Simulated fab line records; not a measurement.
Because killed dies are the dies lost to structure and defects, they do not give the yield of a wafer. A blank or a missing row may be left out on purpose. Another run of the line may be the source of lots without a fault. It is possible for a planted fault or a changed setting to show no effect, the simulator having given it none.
The tool behind it: which one? ; flow nand_harc ; 11 lots with 33 wafers sampled at 5 steps, on a route of 1302 steps

WHAT THE GAUGES SHOWED, per wafer
NHARC_END_SORT_01. Usual: defect_limited_yield 91.2 %, standard deviation 2.6; killed_at_array 55, standard deviation 17; killed_at_other 0.9, standard deviation 1.2; killed_at_periphery 3.7, standard deviation 2.5; killed_dies 59, standard deviation 18; killed_open 3.4, standard deviation 1.9; killed_short 2.6, standard deviation 1.6; sort_bin_2_pct 3.1 %, standard deviation 1.2; sort_bin_3_pct 0.7 %, standard deviation 0.4; sort_bin_4_pct 4.9 %, standard deviation 1.4; sort_n_pass 618, standard deviation 18; sort_rim_yield_pct 93 %, standard deviation 3.7; sort_yield_pct 91.2 %, standard deviation 2.6.
lot;measured;on;defect_limited_yield (%);killed_at_array;killed_at_other;killed_at_periphery;killed_dies;killed_open;killed_short;sort_bin_2_pct (%);sort_bin_3_pct (%);sort_bin_4_pct (%);sort_n_pass;sort_rim_yield_pct (%);sort_yield_pct (%);flag
L309;day 31 12:11;prober-01;86.6;87;0;4;91;3;3;5.2;0.1;8.1;586;96;86.6;
L311;day 32 01:34;prober-02;86.0 89.2 0;89 72 82;1 0 590;5 1 5;95 73 677;5 0 5;8 4 6;4.7 3.5 90.8;1.0 1.5 1.6;8.3 5.8 7.5;582 604 0;94 87 0;86.0 89.2 0;OFF
L312;day 32 08:37;prober-01;0 0 95.0;60 28 32;611 644 0;6 5 2;677 677 34;4 1 2;1 2 1;94.2 97.0 2.1;0.7 0.3 0.1;5.0 2.7 2.8;0 0 643;0 0 88;0 0 95.0;OFF

WHAT TOOL EACH LOT RAN ON (gives the tool, then ch and the chambers of the sampled wafers, and finally the start)
lot;NHARC_A_BONDPAD_ETCH_24;NHARC_A_BONDPAD_PVD_27;NHARC_HYBRID_BOND_ACTIVATE_00;NHARC_THIN_TSV_ECD_20
L292;rie_diel-06 ch 0,1,3, day 23 00:01 or earlier;pvd_sputter-01, day 23 00:01 or earlier;rie_diel-03 ch 2,3, day 23 00:01;ecd_cu-01 ch 0,1, day 23 14:52
L294;rie_diel-06 ch 0,1,3, day 23 15:20 or earlier;pvd_sputter-01, day 23 15:20 or earlier;rie_diel-03 ch 0,2,3, day 23 15:20;ecd_cu-01 ch 1, day 24 08:59
L296;rie_diel-05 ch 0,1,3, day 25 01:33 or earlier;pvd_sputter-03, day 25 01:33 or earlier;rie_diel-03 ch 0,1,2, day 25 01:33;ecd_cu-02 ch 0,1, day 26 12:44
L300;rie_diel-06 ch 2,3, day 25 23:26 or earlier;pvd_sputter-03, day 25 23:26 or earlier;rie_diel-01 ch 0,2, day 25 23:26;ecd_cu-01 ch 0,1, day 26 17:49
L298;rie_diel-05 ch 0,2, day 26 04:31;pvd_sputter-03, day 26 06:38 or earlier;rie_diel-01 ch 0,2,3, day 26 06:38;ecd_cu-02 ch 0,1, day 26 22:23
L302;rie_diel-05 ch 0,1,3, day 27 04:50 or earlier;pvd_sputter-01, day 27 04:50 or earlier;rie_diel-03 ch 1,2,3, day 27 04:50;ecd_cu-02 ch 0,1, day 28 05:51
L304;rie_diel-13 ch 1,2,3, day 27 23:47 or earlier;pvd_sputter-01, day 27 23:47 or earlier;rie_diel-07 ch 0,1,3, day 27 23:47;ecd_cu-02 ch 0,1, day 28 15:58
L305;rie_diel-13 ch 1,2, day 28 13:07 or earlier;pvd_sputter-02, day 28 13:07 or earlier;rie_diel-03 ch 1,2,3, day 28 13:07;ecd_cu-01 ch 0,1, day 29 05:25
L309;rie_diel-05 ch 0,1,2, day 30 03:12 or earlier;pvd_sputter-03, day 30 03:12 or earlier;rie_diel-03 ch 0,2,3, day 30 03:12;ecd_cu-01 ch 0,1, day 31 00:54
L311;rie_diel-06 ch 2,3, day 30 20:55 or earlier;pvd_sputter-03, day 30 20:55 or earlier;rie_diel-03 ch 0,1, day 30 20:55;ecd_cu-01 ch 0,1, day 31 12:34
L312;rie_diel-06 ch 0,2, day 31 05:14 or earlier;pvd_sputter-01, day 31 05:14 or earlier;rie_diel-03 ch 0,2,3, day 31 05:14;ecd_cu-01 ch 0,1, day 31 20:41
- NHARC_A_BONDPAD_ETCH_24: etches the open film in CF4/N2, target depth 30 nm, time 72.99 s.
- NHARC_A_BONDPAD_PVD_27: deposits Cu, target thk 30 nm, time 20.49 s.
- NHARC_HYBRID_BOND_ACTIVATE_00: chemistry N2, time 60 s.
- NHARC_THIN_TSV_ECD_20: material Cu, target thk 2000 nm.

AS READ BY THE TOOLS THEMSELVES (means over the sampled wafers that have a number; for cases with no such wafer, the mark the record gives instead)
NHARC_A_BONDPAD_ETCH_24. Usual: cf4_flow_sccm 50.00 sccm, standard deviation 0.14; drypump_motor_current_A 5.7 A, standard deviation 0.55; mfc_ar_sccm 150.0 sccm, standard deviation 0.42; oes_product_au 1.002 a.u., standard deviation 0.012; rf_fwd_power_W 297.4 W, standard deviation 1.3; rf_vpp_V 314.2 V, standard deviation 1.8; showerhead_plenum_p_Torr 2.62 Torr, standard deviation 0.099; throttle_valve_pct 19.794 %, standard deviation 0.0095.
lot;tool;cf4_flow_sccm (sccm);drypump_motor_current_A (A);mfc_ar_sccm (sccm);oes_product_au (a.u.);rf_fwd_power_W (W);rf_vpp_V (V);showerhead_plenum_p_Torr (Torr);throttle_valve_pct (%);flag
L292;rie_diel-06;49.97;5.9;150.1;1.005;296.5;315.3;2.68;19.791;
L294;rie_diel-06;49.99;5.9;149.7;1.006;297.4;315.3;2.67;19.795;
L296;rie_diel-05;49.96;5.7;150.1;1.006;297.2;314.7;2.69;19.797;
L300;rie_diel-06;50.09;6.2;149.7;0.997;298.4;314.0;2.60;19.792;
L298;rie_diel-05;50.13;5.5;150.3;1.008;297.1;313.9;2.61;19.791;
L302;rie_diel-05;50.09;5.7;149.7;1.014;296.5;314.5;2.69;19.806;
L304;rie_diel-13;50.05;5.9;150.2;0.986;297.9;313.0;2.54;19.794;
L305;rie_diel-13;49.92;5.8;150.3;1.001;296.6;313.3;2.52;19.788;
L309;rie_diel-05;50.10;5.8;150.0;1.008;298.5;313.3;2.62;19.797;
L311;rie_diel-06;49.71;5.9;149.8;1.007;297.7;313.4;2.53;19.785;
L312;rie_diel-06;49.90;5.4;150.3;1.001;299.0;312.5;2.51;19.798;

NHARC_A_BONDPAD_PVD_27. Usual: throttle_valve_pct at 30.4 %, with a standard deviation of 0.76.
lot;tool;throttle_valve_pct (%);flag
L292;pvd_sputter-01;30.3;
L294;pvd_sputter-01;30.3;
L296;pvd_sputter-03;29.6;
L300;pvd_sputter-03;30.1;
L298;pvd_sputter-03;30.0;
L302;pvd_sputter-01;30.9;
L304;pvd_sputter-01;30.3;
L305;pvd_sputter-02;30.5;
L309;pvd_sputter-03;29.7;
L311;pvd_sputter-03;29.6;
L312;pvd_sputter-01;31.0;

NHARC_HYBRID_BOND_ACTIVATE_00. Usual: drypump_motor_current_A 6.0 A, standard deviation 0.46; mfc_ar_sccm 0.005 sccm, standard deviation 0.0072; oes_product_au 1.004 a.u., standard deviation 0.015; rf_vpp_V 63.9 V, standard deviation 0.85; showerhead_plenum_p_Torr 1.72 Torr, standard deviation 0.055.
lot;tool;drypump_motor_current_A (A);mfc_ar_sccm (sccm);oes_product_au (a.u.);rf_vpp_V (V);showerhead_plenum_p_Torr (Torr);flag
L292;rie_diel-03;6.1;0.000;1.007;64.5;1.69;
L294;rie_diel-03;5.9;0.004;1.006;64.1;1.70;
L296;rie_diel-03;6.1;0.004;1.006;64.4;1.71;
L300;rie_diel-01;5.9;0.007;1.019;64.7;1.70;
L298;rie_diel-01;5.7;0.007;1.027;64.3;1.72;
L302;rie_diel-03;6.3;0.000;0.991;63.8;1.74;
L304;rie_diel-07;5.6;0.010;1.010;64.3;1.78;
L305;rie_diel-03;6.2;0.000;0.999;64.1;1.74;
L309;rie_diel-03;6.0;0.004;1.005;64.3;1.69;
L311;rie_diel-03;6.3;0.004;0.996;64.1;1.75;
L312;rie_diel-03;6.0;0.004;0.999;63.5;1.69;

THE ANSWER, worked out from the rows above alone
Rule: a lot is off if the mean of its wafers that have a number lies more than 3 standard deviations from the usual mean. A lot without any number at a reading at which 4 lots or more have one is off too. Any other lot the step has rows for is counted as sound. First the gauges in route order, then the tools' own readings, where a lot's mean is used as printed above. At the first step where some lot is off, the reading lying furthest off is the one used; lots without a number count as furthest.
Off: L311, L312 (NHARC_END_SORT_01, killed_at_other). Neither off nor sound, because the step has no rows for them: L292, L294, L296, L300, L298, L302, L304, L305.
If a tool, at a process step before that reading, ran all the lots that are off and no sound lot after the first of them, it fits. Those tools and the gauges at NHARC_END_SORT_01 are tried in the same way. NHARC_A_BONDPAD_ETCH_24: start missing for some lots; hours and lot order therefore follow NHARC_HYBRID_BOND_ACTIVATE_00. NHARC_A_BONDPAD_PVD_27: start missing for some lots; hours and lot order therefore follow NHARC_HYBRID_BOND_ACTIVATE_00. Can't be told from this: 3 tools fit, rie_diel-06 at NHARC_A_BONDPAD_ETCH_24, rie_diel-03 at NHARC_HYBRID_BOND_ACTIVATE_00, ecd_cu-01 at NHARC_THIN_TSV_ECD_20.

WHAT HAD BEEN PUT IN BY THE SIMULATOR
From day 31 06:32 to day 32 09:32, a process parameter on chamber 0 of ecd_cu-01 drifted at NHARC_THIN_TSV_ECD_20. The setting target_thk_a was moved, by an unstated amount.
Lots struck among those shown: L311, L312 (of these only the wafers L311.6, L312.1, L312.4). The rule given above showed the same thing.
